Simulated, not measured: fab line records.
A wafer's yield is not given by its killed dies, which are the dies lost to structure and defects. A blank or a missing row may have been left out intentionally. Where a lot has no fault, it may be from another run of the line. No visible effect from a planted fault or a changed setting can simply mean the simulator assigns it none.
One fault seen from 2 desks -- flow n5-finfet -- every desk sees just its own numbers, and what lay behind them comes last

== THE DEFECT DESK ==
Inspection counts along the route, by lot: the mean over sampled wafers that carry a number. The brackets show how far a lot's mean lies from the usual mean; more than 4 standard deviations puts the lot out of limits, marked OUT.
Columns: A = raw-defect-count at N5_HKMG_FIN_INSPECT_14, usual 2.1
lot,first seen here,A
L335,day 4 14:14,2.3
L338,day 5 02:25,2.3
L339,day 5 12:21,3.0
L341,day 6 00:09,2.7
L350,day 8 02:47,1.7
L351,day 8 11:04,1.7
L354,day 9 05:59,2.3
L356,day 9 17:52,2.0
L357,day 9 23:08,2.0
Finding of this desk: none of the 9 lots has anything out of limits.

== METROLOGY DESK ==
Lot by lot, what the gauges showed, no matter which tool ran the lot: averages of those sampled wafers that carry a number. The brackets show how far a lot's mean lies from the usual mean; more than 4 standard deviations puts the lot out of limits, marked OUT. Of its 11 readings 7 are shown: those that lie furthest out on some lot.
Columns: A = cd-nm at N5_HKMG_FIN_CD_MEAS_12, usual 92.7 nm; B = DIBL_P at N5_BEOL_M4_RC_MEAS_101, usual 35.9 mV/V; C = IOFF_N at N5_BEOL_M4_RC_MEAS_101, usual 0.16 nA/um; D = ION_P at N5_BEOL_M4_RC_MEAS_101, usual 461 uA/um; E = SS_N at N5_BEOL_M4_RC_MEAS_101, usual 71.4 mV/dec; F = VT_N at N5_BEOL_M4_RC_MEAS_101, usual 250 mV; G = VT_P at N5_BEOL_M4_RC_MEAS_101, usual -251 mV
lot,first seen here,A,B,C,D,E,F,G
L335,day 4 14:11,93.1,35.8,0.16,469,71.3,247,-247
L338,day 5 02:22,92.4,37.3,0.18,466,71.5,249,-247
L339,day 5 12:17,92.5,36.7,0.16,462,71.8,251,-251
L341,day 6 00:06,92.0,38.0,0.19,467,71.9,251,-249
L350,day 8 02:44,95.6,33.8,0.11,462,70.5,253,-253
L351,day 8 11:01,91.5,36.9,0.15,446,72.0,252,-256
L354,day 9 05:56,92.4,36.7,0.16,466,71.9,249,-247
L356,day 9 17:49,92.4,34.1,0.13,466,70.8,251,-252
L357,day 9 23:05,92.3,32.6,0.11,457,70.9,256,-253
Finding of this desk: none of the 9 lots has anything out of limits.

== TAKEN TOGETHER ==
Nothing out of limits was seen by the defect desk.
From the metrology desk's view, nothing was out of limits.

== WHAT WAS PUT IN BY THE SIMULATOR ==
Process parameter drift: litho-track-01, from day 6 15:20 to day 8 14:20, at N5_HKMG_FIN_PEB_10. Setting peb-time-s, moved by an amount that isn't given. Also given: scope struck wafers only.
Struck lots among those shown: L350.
